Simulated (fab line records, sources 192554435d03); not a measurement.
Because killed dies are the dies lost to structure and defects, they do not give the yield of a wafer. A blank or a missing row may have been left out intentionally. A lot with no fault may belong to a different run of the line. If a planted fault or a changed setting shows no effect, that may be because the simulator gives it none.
Matching of chambers + flow n5-finfet + N5_BEOL_M10_ETCH_66 on rie-diel-02: 4 sister chambers
The step etches SOC in N2/H2, target depth 120 nm, overetch 24 nm, time 180 s. 16 wafers are shown with their chamber, then 8 later ones without.

## WAFERS PAIRED WITH THEIR CHAMBERS
| wafer  | chamber | showerhead-plenum-p-Torr (Torr) | throttle-valve-pct (%) | oes-product-au (a.u.) |
|--------|---------|---------------------------------|------------------------|-----------------------|
| L074.2 | 1       | 2.56                            | 18.01                  | 0.66                  |
| L074.3 | 0       | 2.62                            | 18.36                  | 0.56                  |
| L074.4 | 3       | 2.63                            | 17.75                  | 0.60                  |
| L075.4 | 2       | 2.51                            | 17.74                  | 0.58                  |
| L075.5 | 2       | 2.51                            | 17.74                  | 0.59                  |
| L075.6 | 3       | 2.63                            | 17.76                  | 0.59                  |
| L077.4 | 0       | 2.62                            | 18.37                  | 0.55                  |
| L077.5 | 3       | 2.63                            | 17.77                  | 0.58                  |
| L077.6 | 0       | 2.62                            | 18.38                  | 0.54                  |
| L079.2 | 3       | 2.62                            | 17.79                  | 0.58                  |
| L079.5 | 1       | 2.55                            | 18.04                  | 0.64                  |
| L079.6 | 2       | 2.51                            | 17.76                  | 0.58                  |
| L080.2 | 1       | 2.55                            | 18.05                  | 0.64                  |
| L080.3 | 2       | 2.51                            | 17.77                  | 0.57                  |
| L080.6 | 1       | 2.55                            | 18.04                  | 0.64                  |
| L081.3 | 3       | 2.62                            | 17.81                  | 0.58                  |

SIGNATURES (means of the wafers above)
| reading                  | chamber 0 | chamber 1 | chamber 2 | chamber 3 | scatter within a chamber |
|--------------------------|-----------|-----------|-----------|-----------|--------------------------|
| showerhead-plenum-p-Torr | 2.6200    | 2.5525    | 2.5100    | 2.6260    | 0.00403                  |
| throttle-valve-pct       | 18.3700   | 18.0350   | 17.7525   | 17.7760   | 0.0185                   |
| oes-product-au           | 0.5500    | 0.6450    | 0.5800    | 0.5860    | 0.00922                  |
Rule: for each reading, subtract the chamber's mean from the wafer's reading, divide by that reading's scatter and square the result; add these up over the readings and take the root, which gives the wafer's distance from the chamber. If the next closest chamber is less than 2 further off than the closest, the wafer can't be placed; otherwise it belongs to the closest. How the scatter is found: for the shown wafers, subtract from each reading the mean of its chamber, square and add these, divide the total by (wafers less chambers), then take the root.

## WAFERS MISSING THEIR CHAMBER
| wafer  | showerhead-plenum-p-Torr (Torr) | throttle-valve-pct (%) | oes-product-au (a.u.) |
|--------|---------------------------------|------------------------|-----------------------|
| L081.5 | 2.62                            | 17.80                  | 0.58                  |
| L081.6 | 2.55                            | 18.06                  | 0.63                  |
| L089.3 | 2.61                            | 17.96                  | 0.75                  |
| L089.4 | 2.62                            | 17.83                  | 0.57                  |
| L089.5 | 2.54                            | 18.08                  | 0.63                  |
| L092.2 | 2.50                            | 17.81                  | 0.56                  |
| L092.5 | 2.61                            | 17.83                  | 0.56                  |
| L092.6 | 2.50                            | 17.79                  | 0.57                  |

## WHICH CHAMBER EACH WENT THROUGH
| wafer  | from the rows above | in truth                   |
|--------|---------------------|----------------------------|
| L081.5 | 3                   | 3                          |
| L081.6 | 1                   | 1                          |
| L089.3 | 1                   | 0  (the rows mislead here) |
| L089.4 | 3                   | 3                          |
| L089.5 | 1                   | 1                          |
| L092.2 | 2                   | 2                          |
| L092.5 | 3                   | 3                          |
| L092.6 | 2                   | 2                          |
7 of 8 placed correctly. Number that these rows cannot place: 0. Placed wrongly: 1.
